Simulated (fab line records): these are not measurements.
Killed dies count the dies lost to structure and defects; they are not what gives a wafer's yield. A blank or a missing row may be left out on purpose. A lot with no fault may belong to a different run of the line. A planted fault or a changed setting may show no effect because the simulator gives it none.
Struck lot and sound lot, side by side || flow nand-harc || 43 out of 1302 route steps
Sound: these wafers, L497.2, L497.5, L497.6. Struck: wafer L502.6. (L502.1, L502.3 of the same lot were not struck and are left out.) The cause comes at the end.
Order at every step that has rows: each side's tool, ch and its chambers, its first start. Under that, the readings that differ: sound wafers || struck wafers || difference of the means || sigmas: that difference in standard deviations of wafers without a fault.
alike: readings whose means differ by less than 2 such deviations, and words and numbers that are the same on both sides. not compared: withheld readings, readings that some wafer has no value for, bounds like >300 that may hide the same value, and numbers for which the record gives no deviation and whose values overlap.
Wherever a step has rows on one side only, a row that says differs or no value, or a row with sigmas, the two part there. Non-overlapping numbers with no deviation appear without sigmas and do not part them. A reading that every wafer of one side lacks parts them only if that side has two wafers or more.

first, 4 steps without rows for these wafers: NHARC_A_CONTACT_EBR_38; NHARC_A_CONTACT_EXPOSE_39 (exposes mask A CC 3); NHARC_A_CONTACT_PEB_40 (peb time 65 s); NHARC_A_CONTACT_DEVELOP_41 (develop time 35 s).
NHARC_A_CONTACT_CD_MEAS_42: the cd target is 300 nm.
  sound on cd-sem-01 ch 0, day 21 23:42; struck on cd-sem-03 ch 0, day 26 08:32
  alike: cd-nm
NHARC_A_CONTACT_OVL_MEAS_43:
  struck on overlay-01, day 26 08:37; sound on overlay-02, day 21 23:47
  alike: overlay-x-nm, overlay-y-nm
NHARC_A_CONTACT_INSPECT_44:
  struck on defect-inspect-01, day 26 08:40; sound on defect-inspect-02, day 21 23:49
  alike: raw-defect-count
then, 3 steps without rows for these wafers: NHARC_A_CONTACT_DESCUM_47 (chemistry O2, time 3 s); NHARC_A_CONTACT_ETCH_48 (etches the open film in CF4, target depth 39 nm, time 65 s); NHARC_A_CONTACT_ETCH_49 (etches the open film in N2/H2, target depth 260 nm, time 475.3 s).
NHARC_A_CONTACT_ETCH_50: etches the open film in CF4/CHF3, target depth 121 nm, time 60.5 s.
  sound on rie-diel-04 ch 0,1; struck on rie-diel-04 ch 0
  alike: chamber-pressure-mTorr, drypump-motor-current-A, oes-product-au, rf-vpp-V, showerhead-plenum-p-Torr, throttle-valve-pct
  not compared: rf-hours-counter-h
then, 1 step without rows for these wafers: NHARC_A_CONTACT_ETCH_51 (etches the open film in O2/COS, target depth 7000 nm, time 1820 s).
NHARC_A_CONTACT_ETCH_111: etches the open film in C4F8/O2/Ar, time 140 s, target depth 700 nm.
  sound on har-cap-etch-03 ch 0,1, day 22 01:43; struck on har-cap-etch-02 ch 0, day 26 10:34
{"reading": "chamber-pressure-mTorr (mTorr)", "sound": "20.008 20.030 20.023", "struck": 19.957, "difference": -0.063, "sigmas": -4}
  not compared: rf-hours-counter-h
then, 11 steps without rows for these wafers: NHARC_A_CONTACT_ETCH_112 (etches the open film in C4F8/O2/Ar, time 190 s, target depth 1850 nm); NHARC_A_CONTACT_ETCH_113 (etches the open film in C4F8/O2/Ar, time 190 s, target depth 1850 nm); NHARC_A_CONTACT_ETCH_114 (etches the open film in C4F8/O2/Ar, time 190 s, target depth 1850 nm); NHARC_A_CONTACT_ETCH_115 (etches the open film in C4F8/O2/Ar, time 190 s, target depth 1850 nm); NHARC_A_CONTACT_ETCH_116 (etches the open film in C4F8/O2/Ar, time 190 s, target depth 1850 nm); NHARC_A_CONTACT_ETCH_117 (etches the open film in C4F8/O2/Ar, time 190 s, target depth 1850 nm); NHARC_A_CONTACT_ETCH_118 (etches the open film in C4F8/O2/Ar, time 190 s, target depth 1850 nm); NHARC_A_CONTACT_ETCH_119 (etches the open film in C4F8/O2/Ar, time 190 s, target depth 1850 nm); NHARC_A_CONTACT_ETCH_120 (etches the open film in C4F8/O2/Ar, time 190 s, target depth 1850 nm); NHARC_A_CONTACT_ETCH_121 (etches the open film in C4F8/O2/Ar, time 190 s, target depth 1850 nm); NHARC_A_CONTACT_ETCH_122 (etches the open film in C4F8/O2/Ar, time 190 s, target depth 1850 nm).
NHARC_A_CONTACT_ETCH_123: etches the open film in C4F8/O2/Ar, time 490 s, target depth 2110 nm.
  sound on har-cap-etch-03 ch 0,1, day 22 03:52; struck on har-cap-etch-02 ch 0, day 26 12:43
  alike: chamber-pressure-mTorr
  not compared: rf-hours-counter-h
NHARC_A_CONTACT_ETCH_90: etches the open film in CH3F/O2, target depth 40 nm, time 85.7 s.
  sound on rie-diel-04 ch 0,1,3, day 22 04:46; struck on rie-diel-10 ch 3, day 26 13:37
{"reading": "oes-product-au (a.u.)", "sound": "0.92 0.92 0.92", "struck": 1.01, "difference": "+0.09", "sigmas": "+3"}
{"reading": "throttle-valve-pct (%)", "sound": "20.659 20.649 20.659", "struck": 20.676, "difference": "+0.020", "sigmas": "+2"}
  alike: chamber-pressure-mTorr, drypump-motor-current-A, rf-vpp-V, showerhead-plenum-p-Torr
  not compared: rf-hours-counter-h
NHARC_A_CONTACT_ETCH_96: etches the open film in C4F6/O2, target depth 20 nm, time 10 s.
  sound on rie-diel-04 ch 0,1,3, day 22 04:55; struck on rie-diel-10 ch 3
{"reading": "chamber-pressure-mTorr (mTorr)", "sound": "29.998 30.063 30.015", "struck": 29.963, "difference": -0.062, "sigmas": -2}
{"reading": "oes-product-au (a.u.)", "sound": "0.946 0.946 0.957", "struck": 1.016, "difference": "+0.066", "sigmas": "+3"}
  alike: drypump-motor-current-A, rf-vpp-V, showerhead-plenum-p-Torr, throttle-valve-pct
  not compared: rf-hours-counter-h
NHARC_A_CONTACT_CD_MEAS_53:
  struck on cd-sem-02, day 26 13:49; sound on cd-sem-02, day 22 05:00
{"reading": "cd-nm (nm)", "sound": "289.9 290.1 290.5", "struck": 287.2, "difference": -3.0, "sigmas": -4}
then, 4 steps without rows for these wafers: NHARC_A_CONTACT_STRIP_99 (strips in N2/H2); NHARC_A_CONTACT_STRIP_100 (strips in CF4/CHF3); NHARC_A_CONTACT_STRIP_101 (strips in O2/COS); NHARC_A_CONTACT_ETCH_102 (etches the open film in CF4/O2, target depth 100 nm, overetch 10 nm, time 55 s).
NHARC_A_CONTACT_STRIP_55: strips in O2.
  sound on rie-diel-04 ch 1,3; struck on rie-diel-04 ch 1
  alike: chamber-pressure-mTorr, drypump-motor-current-A, oes-product-au, rf-vpp-V, showerhead-plenum-p-Torr, throttle-valve-pct
  not compared: rf-hours-counter-h
then, 9 steps without rows for these wafers: NHARC_A_CONTACT_STRIP_56 (strips in post etch residue remover, time 600 s); NHARC_A_CONTACT_DEP_57 (deposits aC, target thk 5300 nm); NHARC_A_CONTACT_DEP_58 (deposits SiON, target thk 90 nm); NHARC_A_CONTACT_DEHYDRATE_59 (time 120 s); NHARC_A_CONTACT_HMDS_60 (time 30 s); NHARC_A_CONTACT_COAT_61 (time 75 s); NHARC_A_CONTACT_COAT_62 (time 65 s); NHARC_A_CONTACT_COAT_63 (resist thk 90 nm); NHARC_A_CONTACT_SOFTBAKE_64 (time 55 s).
-- the record jumps here: 3 days lie between the struck wafers' starts before and after (it left off in module A_CONTACT and takes up again in module END, whose first step shown is number 1302 of the route) --
NHARC_END_SORT_01:
  at this point the record logs the struck wafers (prober-02 ch 0, day 29 22:18) and has no rows for the sound ones

## WHERE THEY PART
At NHARC_A_CONTACT_ETCH_111 first; at NHARC_END_SORT_01 last (within this record only).

WHY: the cause the simulator had injected
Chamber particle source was har-cap-etch-02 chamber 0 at NHARC_A_CONTACT_ETCH_111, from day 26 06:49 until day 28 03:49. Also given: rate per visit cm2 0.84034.
